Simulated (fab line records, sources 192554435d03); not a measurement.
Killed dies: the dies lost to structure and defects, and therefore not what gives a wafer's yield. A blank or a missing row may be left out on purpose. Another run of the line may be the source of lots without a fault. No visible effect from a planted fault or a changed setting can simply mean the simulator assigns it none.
fab line records	flow n5-finfet
record: lots: 7	wafers: 21
route steps=1938 shown BEOL_M11@1552 BEOL_M12@1625 BEOL_M13@1680 BEOL_M14@1770 BEOL_M15@1801 TV_OPEN@1888 PASSIVATION@1916
start-h: hours from the record's opening day to when the first of the lot's shown wafers began	wait-h: hours elapsed since this lot's preceding step	" identical to the entry in the row above	L1.1+2: one row covering several wafers at once	- no value, or no start was given	* or withheld: withheld	< > ~ a bound
route shown NAME@n: NAME is a module with steps in the file, n the number in the route of the first one	usual: mean and standard deviation over wafers with no fault	same: alike in all rows	chamber/n: place in a boat	sites: readings site by site	_std_site: their standard deviation	_edge_site: mean of outer sites minus mean of inner sites	radius-mm: how far each site lies from the wafer's centre	mask NAME#n: copy n	behind: the tool/chamber that last shaped the wafer	hold: cause of the lot's hold/its duration in hours/its outcome	device: names the non-switching transistor (n, p or np)	end of line: the route-end tests of the same wafers	for a step that has no rows: nothing shown but its recipe	killed: dies that structure and defects cost at the first sort, which is not the same as the wafer's yield	map: per-die view of a wafer (x killed, . not killed, _ where there is no die)
set.NAME: the setting as run; set.NAME@STEP: as run at that earlier step	model.NAME: the simulator's own value behind a step, which no gauge read
lots with deliberately changed settings; one table per step, one row per wafer
== steps ==
step: N5_BEOL_M11_DESCUM_16
recipe: chemistry: O2	time-s: 7.9	source-power-w: 50	bias-power-w: 20	pressure-mtorr: 20	rf-frequency-hz: 2.712e+07	temp-c: 40	resist: CAR-ArF	o2-flow-sccm: 225
lot.wafer	tool	chamber	start-h	wait-h	set.time-s	model.CAR-ArF_of_BEOL_M11_COAT_05.thk-nm
L078.2	rie-diel-05	0	236.61	0.0	6.994	84
L078.4+5	"	1,0	"	"	7.9	83.6
L087.2+6	rie-diel-04	0	299.37	0.0	9.424	82.6
L087.5	"	2	"	"	7.9	83.6
L088.1+6	rie-diel-03	2,1	301.80	0.1	6.471	84.6
L088.2	"	1	"	"	7.9	83.8
L090.2+3+5	rie-diel-04	0,2,2	321.54	0.0	7.9	83.4
L095.2+3	rie-diel-05	1,2	347.77	0.0	7.9	83.6
L095.5	"	2	"	"	6.396	84.4
L096.1	rie-diel-05	3	354.41	0.0	7.015	84.4
L096.2	"	0	"	"	7.9	83.6
L096.6	"	1	"	"	7.015	84.2
L097.3+4	rie-diel-05	2,1	363.05	0.0	7.9	83.2
L097.5	"	2	"	"	7.1	83.8
step: N5_BEOL_M11_ETCH_61
recipe: chemistry: CF4	target: SiARC	target-depth-a: 390	mask-material: CAR-ArF	time-s: 65	ion-energy-ev: 80	pressure-mtorr: 40	source-w: 545	bias-w: 36	Ar_flow_sccm: 100	cf4-flow-sccm: 100	ends: cleared
lot.wafer	tool	chamber	start-h	wait-h	set.time-s@BEOL_M11_DESCUM_16	model.CAR-ArF_of_BEOL_M11_COAT_05.thk-nm
L078.2	rie-diel-05	0	236.65	0.0	6.994	56
L078.4+5	"	1,0	"	"	7.9	55.8
L087.2+6	rie-diel-04	0	299.40	0.0	9.424	54.4
L087.5	"	2	"	"	7.9	55.4
L088.1+6	rie-diel-03	2,1	301.84	0.0	6.471	56.6
L088.2	"	1	"	"	7.9	55.8
L090.2	rie-diel-04	0	321.58	0.0	7.9	55.4
L090.3+5	"	2	"	"	7.9	55.6
L095.2	rie-diel-05	1	347.81	0.0	7.9	55.8
L095.3	"	2	"	"	7.9	55.6
L095.5	"	2	"	"	6.396	56.6
L096.1+6	rie-diel-05	3,1	354.44	0.0	7.015	56.4
L096.2	"	0	"	"	7.9	55.8
L097.3+4	rie-diel-05	2,1	363.08	0.0	7.9	55.4
L097.5	"	2	"	"	7.1	56
step: N5_BEOL_M11_ETCH_62
recipe: chemistry: N2/H2	target: SOC	target-depth-a: 1100	overetch-a: 220	mask-material: SiARC	temp-c: 40	time-s: 165	ion-energy-ev: 200	pressure-mtorr: 30	source-w: 840	bias-w: 150	n2-flow-sccm: 200	h2-flow-sccm: 200
lot.wafer	tool	chamber	start-h	wait-h	set.time-s	model.SiARC_of_BEOL_M11_COAT_60.thk-nm
L078.2+4	rie-diel-05	0,1	236.70	0.0	165	23.4
L078.5	"	0	"	"	179.4	23
L087.2	rie-diel-04	0	299.45	0.0	165	23.6
L087.5	"	2	"	"	165	24
L087.6	"	0	"	"	130.6	25
L088.1	rie-diel-03	2	301.89	0.0	165	23.4
L088.2+6	"	1	"	"	165	23.6
L090.2	rie-diel-04	0	321.63	0.0	165	23.6
L090.3+5	"	2	"	"	165	23.8
L095.2+3+5	rie-diel-05	1,2,2	347.86	0.0	165	23.6
L096.1	rie-diel-05	3	354.49	0.0	141.3	24.6
L096.2	"	0	"	"	141.3	24.2
L096.6	"	1	"	"	165	23.4
L097.3	rie-diel-05	2	363.13	0.0	202	22.2
L097.4	"	1	"	"	202	22
L097.5	"	2	"	"	165	23.4
step: N5_BEOL_M11_STRIP_68
recipe: chemistry: N2/H2	temp-c: 40	n2-flow-sccm: 200	h2-flow-sccm: 200	rf-frequency-hz: 6e+07
step: N5_BEOL_M11_STRIP_67
recipe: chemistry: CF4	resist: SiARC	power-w: 300	bias-power-w: 75	pressure-mtorr: 50	cf4-flow-sccm: 150	rf-frequency-hz: 6e+07
step: N5_BEOL_M11_HM_OPEN_17
recipe: chemistry: Cl2/BCl3	target-depth-a: 200	overetch-a: 60	target: TiN	mask-material: SOC	ion-energy-ev: 150	pressure-mtorr: 10	icp-w: 1000	bias-w: 126	Cl2_flow_sccm: 53.25	bcl3-flow-sccm: 21.75	Ar_flow_sccm: 25
lot.wafer	tool	chamber	start-h	wait-h	set.time-s@BEOL_M11_ETCH_62	model.etch.depth-nm
L078.2	rie-metal-01	0	236.88	0.0	165	19.82
L078.4	"	1	"	"	165	19.99
L078.5	"	1	"	"	179.4	18.51
L087.2	rie-metal-02	0	299.67	0.1	165	19.68
L087.5	"	0	"	"	165	19.62
L087.6	"	0	"	"	130.6	19.51
L088.1	rie-metal-02	0	302.08	0.0	165	19.83
L088.2	"	0	"	"	165	19.61
L088.6	"	0	"	"	165	19.88
L090.2	rie-metal-01	1	321.82	0.0	165	20.22
L090.3	"	0	"	"	165	20.38
L090.5	"	0	"	"	165	20.04
L095.2	rie-metal-01	0	348.04	0.0	165	19.88
L095.3	"	1	"	"	165	20.05
L095.5	"	0	"	"	165	19.94
L096.1	rie-metal-02	1	354.68	0.0	141.3	20.2
L096.2	"	0	"	"	141.3	20.23
L096.6	"	1	"	"	165	20.37
L097.3	rie-metal-02	0	363.35	0.1	202	16.46
L097.4	"	1	"	"	202	16.67
L097.5	"	1	"	"	165	19.84
step: N5_BEOL_M11_COAT_22
recipe: resist: CAR-ArF	spin-rpm: 1500	resist-thk-nm: 90
lot.wafer	tool	chamber	start-h	wait-h	set.spin-rpm	model.CAR-ArF_of_BEOL_M11_COAT_22.thk-nm
L078.2	litho-track-02	0	-	-	1500	90
L078.4	"	0	"	"	1635	86
L078.5	"	0	"	"	1635	86.2
L087.2	litho-track-01	0	-	-	1500	90.4
L087.5	"	0	"	"	1500	90
L087.6	"	0	"	"	1500	90.2
L088.1+6	litho-track-01	0	-	-	1500	90.2
L088.2	"	0	"	"	1500	90.4
L090.2+3	litho-track-05	0	-	-	1500	90.2
L090.5	"	0	"	"	1500	90.6
L095.2+5	litho-track-02	0	-	-	1500	89.8
L095.3	"	0	"	"	1500	89.6
L096.1+2	litho-track-05	0	-	-	1336	95.8
L096.6	"	0	"	"	1500	90.6
L097.3	litho-track-02	0	-	-	1500	90
L097.4+5	"	0	"	"	1500	90.2
step: N5_BEOL_M11_ETCH_66
recipe: chemistry: N2/H2	target: SOC	target-depth-a: 1200	overetch-a: 240	mask-material: SiARC	temp-c: 40	time-s: 180	ion-energy-ev: 200	pressure-mtorr: 30	source-w: 840	bias-w: 150	n2-flow-sccm: 200	h2-flow-sccm: 200
lot.wafer	tool	chamber	start-h	wait-h	set.time-s	model.SiARC_of_BEOL_M11_COAT_64.thk-nm
L078.2	rie-diel-03	2	239.66	0.0	216.7	21
L078.4	"	3	"	"	216.7	20.8
L078.5	"	1	"	"	216.7	21.2
L087.2	rie-diel-03	2	300.79	0.0	180	22.6
L087.5	"	3	"	"	142.4	24
L087.6	"	2	"	"	142.4	24.2
L088.1+6	rie-diel-04	0	309.36	0.0	180	22.8
L088.2	"	3	"	"	180	23
L090.2	rie-diel-05	0	327.49	0.0	180	22.6
L090.3+5	"	1	"	"	180	22.8
L095.2	rie-diel-04	1	349.02	0.0	215.4	21.4
L095.3+5	"	2	"	"	180	22.8
L096.1	rie-diel-03	0	355.74	0.0	149.3	23.8
L096.2	"	3	"	"	180	22.4
L096.6	"	1	"	"	180	22.8
L097.3	rie-diel-03	3	365.08	0.0	180	22.2
L097.4	"	2	"	"	211.5	21.2
L097.5	"	0	"	"	180	22.4
step: N5_BEOL_M12_COAT_22
recipe: spin-rpm: 2888	resist-thk-nm: 300
lot.wafer	tool	chamber	start-h	wait-h	set.spin-rpm	model.coat_of_BEOL_M12_COAT_22.thk-nm
L078.2	litho-track-03	0	-	-	2888	301
L078.4	"	0	"	"	2888	300.8
L078.5	"	0	"	"	2888	300.6
L087.2	litho-track-03	0	-	-	2888	300.8
L087.5	"	0	"	"	2888	300.4
L087.6	"	0	"	"	2888	300.6
L088.1	litho-track-03	0	-	-	2888	301.6
L088.2	"	0	"	"	2737	309.2
L088.6	"	0	"	"	2737	309.4
L090.2	litho-track-04	0	-	-	2888	300.2
L090.3	"	0	"	"	2888	299.2
L090.5	"	0	"	"	2888	299.8
L095.2	litho-track-04	0	-	-	2716	308.8
L095.3	"	0	"	"	2888	299.4
L095.5	"	0	"	"	2888	298.8
L096.1+2	litho-track-04	0	-	-	2689	310
L096.6	"	0	"	"	2888	298.6
L097.3	litho-track-02	0	-	-	2888	299
L097.4	"	0	"	"	3178	284.4
L097.5	"	0	"	"	2888	299.4
step: N5_BEOL_M12_EBR_24
recipe: solvent: PGMEA	ebr-width-mm: 1.5
step: N5_BEOL_M12_SOFTBAKE_23
recipe: temp-c: 130	time-s: 60
step: N5_BEOL_M12_DESCUM_33
recipe: chemistry: O2	time-s: 7.9	source-power-w: 50	bias-power-w: 20	pressure-mtorr: 20	rf-frequency-hz: 2.712e+07	temp-c: 40	o2-flow-sccm: 225
step: N5_BEOL_M12_ETCH_67
recipe: chemistry: CF4	target: SiARC	target-depth-a: 1430	time-s: 238.3	ion-energy-ev: 80	pressure-mtorr: 40	source-w: 545	bias-w: 36	Ar_flow_sccm: 100	cf4-flow-sccm: 100	ends: cleared
lot.wafer	tool	chamber	start-h	wait-h	set.spin-rpm@BEOL_M12_COAT_22	model.coat_of_BEOL_M12_COAT_22.thk-nm
L078.2	rie-diel-01	1	245.00	0.0	2888	212.4
L078.4+5	"	2	"	"	2888	212.2
L087.2+5	rie-diel-02	1,0	305.01	0.0	2888	211.8
L087.6	"	1	"	"	2888	212
L088.1	rie-diel-06	1	313.83	0.0	2888	212.8
L088.2	"	0	"	"	2737	220.2
L088.6	"	3	"	"	2737	220.6
L090.2+5	rie-diel-01	0,2	333.00	0.0	2888	211.4
L090.3	"	2	"	"	2888	210.6
L095.2	rie-diel-02	0	353.53	0.0	2716	220.4
L095.3	"	2	"	"	2888	210.6
L095.5	"	3	"	"	2888	210.2
L096.1	rie-diel-01	1	361.56	0.0	2689	221.6
L096.2	"	2	"	"	2689	221.8
L096.6	"	3	"	"	2888	210
L097.3	rie-diel-01	2	369.66	0.0	2888	210.4
L097.4	"	0	"	"	3178	196
L097.5	"	1	"	"	2888	210.8
step: N5_BEOL_M13_COAT_65
recipe: resist: SOC	temp-c: 250	time-s: 60	spin-rpm: 1500	resist-thk-nm: 350
lot.wafer	tool	chamber	start-h	wait-h	set.spin-rpm	model.SOC_of_BEOL_M13_COAT_65.thk-nm
L078.2	litho-track-01	0	249.29	0.0	1397	361.8
L078.4	"	0	"	"	1397	361.4
L078.5	"	0	"	"	1500	349.2
L087.2	litho-track-03	0	311.51	0.0	1643	335.4
L087.5	"	0	"	"	1500	351.2
L087.6	"	0	"	"	1643	336
L088.1	litho-track-03	0	317.36	0.0	1500	351.6
L088.2	"	0	"	"	1500	352
L088.6	"	0	"	"	1500	350.2
L090.2+3	litho-track-01	0	339.06	0.0	1500	351.8
L090.5	"	0	"	"	1500	351
L095.2	litho-track-05	0	357.86	0.0	1500	350.2
L095.3	"	0	"	"	1336	370.8
L095.5	"	0	"	"	1336	371.2
L096.1	litho-track-05	0	367.50	0.0	1500	350.6
L096.2	"	0	"	"	1500	349.4
L096.6	"	0	"	"	1500	351.6
L097.3	litho-track-01	0	373.92	0.0	1500	350.2
L097.4	"	0	"	"	1500	350
L097.5	"	0	"	"	1500	349.8
step: N5_BEOL_M14_DEP_53
recipe: material: SiCN	target-thk-a: 500	temp-c: withheld	precursor: 3MS/NH3	pressure-torr: 3	rf-w: 675	time-s: 17.8
lot.wafer	tool	chamber	start-h	wait-h	set.time-s	model.SiCN_of_BEOL_M14_DEP_53.thk-nm
L078.2+4	pecvd-03	1,2	263.27	0.0	16.4	45.4
L078.5	"	1	"	"	17.8	49.8
L087.2+6	pecvd-04	2,1	319.00	0.0	17.8	50.2
L087.5	"	0	"	"	19.68	56.2
L088.1	pecvd-04	1	328.34	0.0	19.07	52.6
L088.2	"	0	"	"	19.07	53.2
L088.6	"	0	"	"	17.8	50.4
L090.2	pecvd-04	0	348.12	0.0	17.8	50
L090.3	"	2	"	"	17.8	49.6
L090.5	"	2	"	"	17.8	50.8
L095.2	pecvd-03	2	367.63	0.0	19.88	55.2
L095.3	"	1	"	"	19.88	55.6
L095.5	"	2	"	"	17.8	50.4
L096.1+6	pecvd-02	2,1	382.84	0.0	17.8	50.2
L096.2	"	1	"	"	20.14	56.2
L097.3	pecvd-02	0	385.51	0.0	17.8	50.2
L097.4	"	1	"	"	19.88	56.4
L097.5	"	2	"	"	17.8	50.6
step: N5_BEOL_M15_PEB_26
recipe: peb-temp-c: 130	peb-time-s: 90
lot.wafer	tool	chamber	start-h	wait-h	set.peb-time-s
L078.2+4	litho-track-04	0	265.34	0.0	90
L078.5	"	0	"	"	108.8
L087.2+5+6	litho-track-01	0	321.54	0.0	82.01
L088.1	litho-track-01	0	330.49	0.1	103
L088.2+6	"	0	"	"	90
L090.2+3+5	litho-track-03	0	350.28	0.0	90
L095.2	litho-track-04	0	370.02	0.0	78.29
L095.3+5	"	0	"	"	90
L096.1+6	litho-track-03	0	385.00	0.1	90
L096.2	"	0	"	"	70.87
L097.3+4+5	litho-track-04	0	387.69	0.0	90
step: N5_BEOL_M15_DEVELOP_27
recipe: develop-time-s: 45	rinse-liquid: diw	dry: air-spin	dev-temp-c: 21
lot.wafer	tool	chamber	start-h	wait-h	set.develop-time-s
L078.2	litho-track-04	0	-	-	45
L078.4+5	"	0	"	"	50.35
L087.2	litho-track-01	0	-	-	45
L087.5+6	"	0	"	"	35.29
L088.1+6	litho-track-01	0	-	-	45
L088.2	"	0	"	"	35.59
L090.2+3+5	litho-track-03	0	-	-	45
L095.2+3+5	litho-track-04	0	-	-	45
L096.1+2	litho-track-03	0	-	-	37.95
L096.6	"	0	"	"	45
L097.3	litho-track-04	0	-	-	45
L097.4+5	"	0	"	"	36.1
step: N5_BEOL_M15_HARDBAKE_32
recipe: temp-c: 130	time-s: 120
step: N5_BEOL_M15_CD_MEAS_28
recipe: target-cd-nm: 407.6	landing-energy-ev: 500	detector: se-inlens
usual: cd-nm: 406.3/1.5
lot.wafer	tool	chamber	start-h	wait-h	set.peb-time-s@BEOL_M15_PEB_26	cd-nm
L078.2	cd-sem-02	0	265.46	-	90	405.9
L078.4	"	0	"	"	90	406.2
L078.5	"	0	"	"	108.8	411.8
L087.2	cd-sem-01	0	321.65	-	82.01	401.8
L087.5	"	0	"	"	82.01	399.4
L087.6	"	0	"	"	82.01	398.8
L088.1	cd-sem-03	0	330.61	-	103	411.1
L088.2	"	0	"	"	90	404.1
L088.6	"	0	"	"	90	407.0
L090.2	cd-sem-03	0	350.39	-	90	404.5
L090.3	"	0	"	"	90	406.2
L090.5	"	0	"	"	90	406.0
L095.2	cd-sem-01	0	370.13	-	78.29	398.9
L095.3	"	0	"	"	90	406.7
L095.5	"	0	"	"	90	405.4
L096.1	cd-sem-03	0	385.11	-	90	406.2
L096.2	"	0	"	"	70.87	397.7
L096.6	"	0	"	"	90	406.4
L097.3	cd-sem-02	0	387.81	-	90	407.7
L097.4	"	0	"	"	90	407.1
L097.5	"	0	"	"	90	407.2
step: N5_BEOL_M15_DESCUM_33
recipe: chemistry: O2	time-s: 7.9	source-power-w: 50	bias-power-w: 20	pressure-mtorr: 20	rf-frequency-hz: 2.712e+07	temp-c: 40	o2-flow-sccm: 225
lot.wafer	tool	chamber	start-h	wait-h	set.peb-time-s@BEOL_M15_PEB_26	model.BEOL_M15.cd-nm
L078.2	rie-diel-04	2	265.54	0.0	90	405.8
L078.4	"	2	"	"	90	406
L078.5	"	1	"	"	108.8	411.8
L087.2	rie-diel-04	1	321.83	0.1	82.01	401.8
L087.5	"	1	"	"	82.01	399.4
L087.6	"	0	"	"	82.01	398.6
L088.1	rie-diel-03	2	330.70	0.0	103	410.8
L088.2	"	1	"	"	90	404.2
L088.6	"	0	"	"	90	406.8
L090.2	rie-diel-05	2	350.48	0.0	90	404.6
L090.3	"	1	"	"	90	406
L090.5	"	3	"	"	90	405.8
L095.2	rie-diel-03	1	370.22	0.0	78.29	399
L095.3	"	0	"	"	90	407
L095.5	"	2	"	"	90	405.6
L096.1	rie-diel-03	2	385.20	0.0	90	406.4
L096.2	"	3	"	"	70.87	397.4
L096.6	"	2	"	"	90	407
L097.3	rie-diel-03	2	387.91	0.0	90	407.6
L097.4+5	"	0	"	"	90	407
step: N5_BEOL_M15_ETCH_61
recipe: chemistry: N2/H2	target: BARC	target-depth-a: 890	overetch-a: 267	time-s: 67.9	ion-energy-ev: 200	pressure-mtorr: 30	source-w: 840	bias-w: 150	n2-flow-sccm: 200	h2-flow-sccm: 200
lot.wafer	tool	chamber	start-h	wait-h	set.peb-time-s@BEOL_M15_PEB_26	model.BEOL_M15.cd-nm
L078.2	rie-diel-04	2	265.58	0.0	90	398.6
L078.4	"	2	"	"	90	398.4
L078.5	"	1	"	"	108.8	404.2
L087.2	rie-diel-04	1	321.87	0.0	82.01	394.2
L087.5	"	1	"	"	82.01	392.8
L087.6	"	0	"	"	82.01	390.4
L088.1	rie-diel-03	2	330.73	0.0	103	404.4
L088.2	"	1	"	"	90	396.8
L088.6	"	0	"	"	90	400
L090.2	rie-diel-05	2	350.51	0.0	90	397.6
L090.3	"	1	"	"	90	399
L090.5	"	3	"	"	90	398.4
L095.2	rie-diel-03	1	370.25	0.0	78.29	391.6
L095.3	"	0	"	"	90	398.8
L095.5	"	2	"	"	90	398.6
L096.1	rie-diel-03	2	385.24	0.0	90	398.6
L096.2	"	3	"	"	70.87	390.4
L096.6	"	2	"	"	90	398.8
L097.3	rie-diel-03	2	387.94	0.0	90	400.4
L097.4	"	0	"	"	90	398.8
L097.5	"	0	"	"	90	399.8
step: N5_PASSIVATION_VIA_ETCH_13
recipe: chemistry: CHF3/O2	target: SiO2	target-depth-a: 6600	CHF3_flow_sccm: 50	O2_flow_sccm: 5	Ar_flow_sccm: 200	time-s: 330	mask-material: PR	pressure-mtorr: 30	source-w: 650	bias-w: 170	ion-energy-ev: 200	ends: cleared
usual: etch-rf-on-time-s: 237/4.4	rf-vpp-V: 521/10
lot.wafer	tool	chamber	start-h	wait-h	set.source-w	etch-rf-on-time-s	rf-vpp-V
L078.2	rie-diel-04	0	275.41	0.0	761.6	216	480
L078.4	"	2	"	"	650	242	518
L078.5	"	0	"	"	650	237	518
L087.2	rie-diel-03	0	335.26	0.0	650	233	535
L087.5	"	0	"	"	650	237	534
L087.6	"	3	"	"	650	233	537
L088.1	rie-diel-04	1	341.84	0.0	650	236	515
L088.2	"	3	"	"	566.5	256	556
L088.6	"	1	"	"	650	236	514
L090.2	rie-diel-03	0	361.31	0.0	650	235	536
L090.3	"	1	"	"	650	231	517
L090.5	"	0	"	"	650	238	537
L095.2	rie-diel-04	2	386.81	0.0	650	238	517
L095.3	"	0	"	"	650	235	519
L095.5	"	3	"	"	650	242	520
L096.1	rie-diel-04	1	397.23	0.0	650	239	515
L096.2	"	2	"	"	610.4	246	534
L096.6	"	2	"	"	610.4	250	532
L097.3	rie-diel-04	2	403.11	0.0	735.1	232	487
L097.4	"	2	"	"	735.1	234	487
L097.5	"	3	"	"	650	242	520
step: N5_PASSIVATION_PECVD_35
recipe: material: SiNx	target-thk-a: 7000	temp-c: 400	precursor: SiH4/NH3/N2	pressure-torr: 4.9	rf-w: 1406	time-s: 151.3
lot.wafer	tool	chamber	start-h	wait-h	set.time-s	model.SiNx_of_PASSIVATION_PECVD_35.thk-nm
L078.2	pecvd-01	1	278.51	0.1	151.3	680
L078.4	"	2	"	"	140.3	644.8
L078.5	"	1	"	"	151.3	703.8
L087.2	pecvd-02	1	338.35	0.1	151.3	690.6
L087.5	"	1	"	"	151.3	707.8
L087.6	"	2	"	"	151.3	699.4
L088.1+2	pecvd-02	0,1	345.31	0.1	144.7	651.6
L088.6	"	2	"	"	144.7	662.4
L090.2	pecvd-02	2	364.48	0.1	151.3	690
L090.3	"	1	"	"	151.3	687
L090.5	"	2	"	"	151.3	704.8
L095.2	pecvd-02	1	389.68	0.1	138.3	632.8
L095.3	"	1	"	"	138.3	641
L095.5	"	0	"	"	151.3	696
L096.1	pecvd-02	2	400.28	0.1	151.3	684.6
L096.2	"	0	"	"	151.3	685.4
L096.6	"	0	"	"	151.3	694.6
L097.3	pecvd-04	1	405.89	0.1	151.3	698.4
L097.4	"	1	"	"	160	747.2
L097.5	"	0	"	"	151.3	697.6
== key ==
split: step: N5_BEOL_M11_DESCUM_16	setting: time-s	stated: 7.9	by: wafer
response: step: N5_BEOL_M11_DESCUM_16	reading: model.CAR-ArF_of_BEOL_M11_COAT_05.thk-nm	change: -0.0475	per: 1%	r: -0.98
response: step: N5_BEOL_M11_ETCH_61	reading: model.CAR-ArF_of_BEOL_M11_COAT_05.thk-nm	change: -0.0464	per: 1%	r: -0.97
split: step: N5_BEOL_M11_ETCH_62	setting: time-s	stated: 165	by: wafer
response: step: N5_BEOL_M11_ETCH_62	reading: model.SiARC_of_BEOL_M11_COAT_60.thk-nm	change: -0.059	per: 1%	r: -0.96
response: step: N5_BEOL_M11_HM_OPEN_17	reading: model.etch.depth-nm	shape: bent	at-lowest: 19.51	at-stated: 19.94	at-highest: 16.56
split: step: N5_BEOL_M11_COAT_22	setting: spin-rpm	stated: 1500	by: wafer
response: step: N5_BEOL_M11_COAT_22	reading: model.CAR-ArF_of_BEOL_M11_COAT_22.thk-nm	change: -0.459	per: 1%	r: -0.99
split: step: N5_BEOL_M11_ETCH_66	setting: time-s	stated: 180	by: wafer
response: step: N5_BEOL_M11_ETCH_66	reading: model.SiARC_of_BEOL_M11_COAT_64.thk-nm	change: -0.0694	per: 1%	r: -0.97
split: step: N5_BEOL_M12_COAT_22	setting: spin-rpm	stated: 2888	by: wafer
response: step: N5_BEOL_M12_COAT_22	reading: model.coat_of_BEOL_M12_COAT_22.thk-nm	change: -1.54	per: 1%	r: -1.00
response: step: N5_BEOL_M12_ETCH_67	reading: model.coat_of_BEOL_M12_COAT_22.thk-nm	change: -1.55	per: 1%	r: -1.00
split: step: N5_BEOL_M13_COAT_65	setting: spin-rpm	stated: 1500	by: wafer
response: step: N5_BEOL_M13_COAT_65	reading: model.SOC_of_BEOL_M13_COAT_65.thk-nm	change: -1.79	per: 1%	r: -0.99
split: step: N5_BEOL_M14_DEP_53	setting: time-s	stated: 17.8	by: wafer
response: step: N5_BEOL_M14_DEP_53	reading: model.SiCN_of_BEOL_M14_DEP_53.thk-nm	change: +0.482	per: 1%	r: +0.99
split: step: N5_BEOL_M15_PEB_26	setting: peb-time-s	stated: 90	by: wafer
response: step: N5_BEOL_M15_CD_MEAS_28	reading: cd-nm	change: +0.377	per: 1%	r: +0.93
response: step: N5_BEOL_M15_DESCUM_33	reading: model.BEOL_M15.cd-nm	change: +0.389	per: 1%	r: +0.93
response: step: N5_BEOL_M15_ETCH_61	reading: model.BEOL_M15.cd-nm	change: +0.375	per: 1%	r: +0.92
split: step: N5_BEOL_M15_DEVELOP_27	setting: develop-time-s	stated: 45	by: wafer
response none clear
split: step: N5_PASSIVATION_VIA_ETCH_13	setting: source-w	stated: 650	by: wafer
response: step: N5_PASSIVATION_VIA_ETCH_13	reading: etch-rf-on-time-s	change: *	per: 1%	r: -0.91
response: step: N5_PASSIVATION_VIA_ETCH_13	reading: rf-vpp-V	change: -2.6	per: 1%	r: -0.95
split: step: N5_PASSIVATION_PECVD_35	setting: time-s	stated: 151.3	by: wafer
response: step: N5_PASSIVATION_PECVD_35	reading: model.SiNx_of_PASSIVATION_PECVD_35.thk-nm	change: +7.09	per: 1%	r: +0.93
